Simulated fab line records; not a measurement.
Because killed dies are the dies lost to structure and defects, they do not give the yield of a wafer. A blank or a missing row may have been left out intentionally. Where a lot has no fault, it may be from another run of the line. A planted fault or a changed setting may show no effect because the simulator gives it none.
The tool behind it: which one? | flow nandHarc | 42 wafers from 14 lots sampled at 5 of the route's 1302 steps

## WHAT THE GAUGES READ, wafer by wafer
NHARC_A_DECK1_JOINT_THK_MEAS_17: measures by ellipsometry. Usual: thkNm reads 45.1 nm (standard deviation 1.2).
lot  | measured     | on           | thkNm (nm)     | flag
L243 | day 12 06:47 | filmMetro-01 | 46.4 44.9 48.5 | 
L245 | day 13 01:26 | filmMetro-01 | 44.3 45.1 45.4 | 
L246 | day 13 16:21 | filmMetro-02 | 45.3 44.0 46.0 | 
L250 | day 14 19:55 | filmMetro-01 | 45.7 46.0 46.1 | 
L252 | day 15 15:26 | filmMetro-01 | 44.4 45.0 45.8 | 
L254 | day 16 19:14 | filmMetro-01 | 45.2 47.5 46.4 | 
L255 | day 17 13:49 | filmMetro-02 | 46.0 47.1 47.3 | 
L256 | day 17 13:46 | filmMetro-01 | 44.8 44.4 44.2 | 
L260 | day 19 08:01 | filmMetro-02 | 42.8 42.9 44.1 | 
L263 | day 20 16:46 | filmMetro-01 | 44.6 44.7 45.7 | 
L262 | day 20 16:50 | filmMetro-02 | 45.4 45.0 44.5 | 
L264 | day 20 16:40 | filmMetro-02 | 43.0 45.0 47.9 | 
L265 | day 21 09:57 | filmMetro-01 | 44.3 45.9 45.5 | 
L266 | day 22 00:47 | filmMetro-01 | 42.7 44.9 43.7 | 

NHARC_A_ONON_D2_THK_MEAS_02: measures by ellipsometry. Usual: thkNm reads 1002 nm (standard deviation 10).
lot  | measured     | on           | thkNm (nm)     | flag
L243 | day 12 07:24 | filmMetro-01 | 1006 1009 1006 | 
L245 | day 13 02:03 | filmMetro-01 | 985 984 983    | 
L246 | day 13 16:58 | filmMetro-02 | 977 978 976    | 
L250 | day 14 20:31 | filmMetro-01 | 1005 1005 1005 | 
L252 | day 15 16:03 | filmMetro-02 | 1007 1008 1008 | 
L254 | day 16 19:51 | filmMetro-01 | 1609 1608 1610 | OFF
L255 | day 17 14:26 | filmMetro-01 | 1006 1007 1007 | 
L256 | day 17 14:23 | filmMetro-02 | 1592 1591 1592 | OFF
L260 | day 19 08:37 | filmMetro-02 | 990 992 993    | 
L263 | day 20 17:23 | filmMetro-01 | 998 996 996    | 
L262 | day 20 17:28 | filmMetro-02 | 1005 1004 1005 | 
L264 | day 20 17:17 | filmMetro-02 | 1003 1004 1004 | 
L265 | day 21 10:34 | filmMetro-02 | 996 994 995    | 
L266 | day 22 01:25 | filmMetro-01 | 1010 1009 1010 | 

NHARC_END_SORT_01. Usual: killedAtArray 52, standard deviation 18; killedAtOther 0.6, standard deviation 0.83; killedAtPeriphery 4.3, standard deviation 2.8; killedDies 57, standard deviation 19; killedOpen 3.4, standard deviation 2; killedShort 2.5, standard deviation 1.7.
lot  | measured     | on        | killedAtArray | killedAtOther | killedAtPeriphery | killedDies  | killedOpen | killedShort | flag
L254 | day 28 12:01 | prober-02 | 671 670 669   | 1 0 1         | 5 7 7             | 677 677 677 | 3 2 6      | 2 1 1       | OFF
L256 | day 29 16:13 | prober-02 | 673 676 676   | 1 0 0         | 3 1 1             | 677 677 677 | 5 1 3      | 4 2 0       | OFF

## TOOL THAT RAN EACH LOT (tool first, then ch and the chambers of the sampled wafers, then the start)
lot  | NHARC_A_DECK1_JOINT_CMP_13    | NHARC_A_ONON_D2_DEP_00
L243 | cmp-03 ch 0,3, day 11 05:29   | pecvdOnon-03 ch 0, day 12 07:04
L245 | cmp-04 ch 2,3, day 12 01:47   | pecvdOnon-03 ch 0, day 13 01:32
L246 | cmp-04 ch 0,1,3, day 12 15:50 | pecvdOnon-03 ch 0, day 13 16:27
L250 | cmp-03 ch 1,2,3, day 13 20:23 | pecvdOnon-03 ch 0, day 14 20:01
L252 | cmp-01 ch 0,2,3, day 14 15:58 | pecvdOnon-03 ch 0, day 15 15:32
L254 | cmp-04 ch 0,3, day 15 18:00   | pecvdOnon-03 ch 0, day 16 19:27
L255 | cmp-04 ch 0,2,3, day 16 12:51 | pecvdOnon-02 ch 0, day 17 13:58
L256 | cmp-01 ch 0,1,3, day 16 17:01 | pecvdOnon-03 ch 0, day 17 13:53
L260 | cmp-03 ch 1,2, day 18 05:55   | pecvdOnon-02 ch 0, day 19 08:07
L263 | cmp-03 ch 1,3, day 19 16:08   | pecvdOnon-02 ch 0, day 20 16:56
L262 | cmp-01 ch 1,2, day 19 19:53   | pecvdOnon-01 ch 0, day 20 17:00
L264 | cmp-03 ch 0,1, day 19 19:54   | pecvdOnon-03 ch 0, day 20 16:46
L265 | cmp-04 ch 0,2,3, day 20 10:12 | pecvdOnon-03 ch 0, day 21 10:04
L266 | cmp-03 ch 1,2,3, day 20 19:14 | pecvdOnon-03 ch 0, day 22 00:54
- NHARC_A_DECK1_JOINT_CMP_13: polishes, target thk 51.023 nm.
- NHARC_A_ONON_D2_DEP_00: target thk 1000 nm.

## WHAT THE TOOLS THEMSELVES READ (means of the sampled wafers that have a number; where no wafer has one, the mark that the record gives instead)
NHARC_A_DECK1_JOINT_CMP_13. Usual: motorCurrentA 12.0 A, standard deviation 0.82; slurryFilterDpKPa 13.49 kPa, standard deviation 0.16; timeToEndpointS 9.6 s, standard deviation 1.9.
lot  | tool   | motorCurrentA (A) | slurryFilterDpKPa (kPa) | timeToEndpointS (s) | flag
L243 | cmp-03 | 12.5              | 13.41                   | 8.3                 | 
L245 | cmp-04 | 11.5              | 13.49                   | 7.6                 | 
L246 | cmp-04 | 11.4              | 13.52                   | 9.8                 | 
L250 | cmp-03 | 12.2              | 13.47                   | 10.5                | 
L252 | cmp-01 | 12.1              | 13.44                   | 10.3                | 
L254 | cmp-04 | 11.3              | 13.53                   | 7.0                 | 
L255 | cmp-04 | 11.4              | 13.43                   | 8.1                 | 
L256 | cmp-01 | 12.0              | 13.38                   | 11.1                | 
L260 | cmp-03 | 12.3              | 13.43                   | 9.6                 | 
L263 | cmp-03 | 12.5              | 13.64                   | 8.7                 | 
L262 | cmp-01 | 11.5              | 13.67                   | 8.3                 | 
L264 | cmp-03 | 13.2              | 13.64                   | 8.1                 | 
L265 | cmp-04 | 11.8              | 13.42                   | 10.2                | 
L266 | cmp-03 | 12.6              | 13.51                   | 11.4                | 

## THE ANSWER, worked out from the rows above alone
Rule: a lot counts as off when the mean over its wafers that have a number is more than 3 standard deviations away from the usual mean. A lot without any number at a reading at which 4 lots or more have one is off too. The other lots that the step has rows for count as sound. First the gauges in route order, then the tools' own readings, where a lot's mean is used as printed above. At the first step where some lot is off, the reading lying furthest off is the one used; lots without a number count as furthest.
Off: L254, L256, at NHARC_A_ONON_D2_THK_MEAS_02 (thkNm).
If a tool, at a process step before that reading, ran all the lots that are off and no sound lot after the first of them, it fits. Not tried: the gauges at NHARC_A_ONON_D2_THK_MEAS_02; whatever is off there is also off at NHARC_END_SORT_01, on other tools, and gauge error can't account for it. Of those tried, none fits.

## WHAT THE SIMULATOR HAD PUT IN
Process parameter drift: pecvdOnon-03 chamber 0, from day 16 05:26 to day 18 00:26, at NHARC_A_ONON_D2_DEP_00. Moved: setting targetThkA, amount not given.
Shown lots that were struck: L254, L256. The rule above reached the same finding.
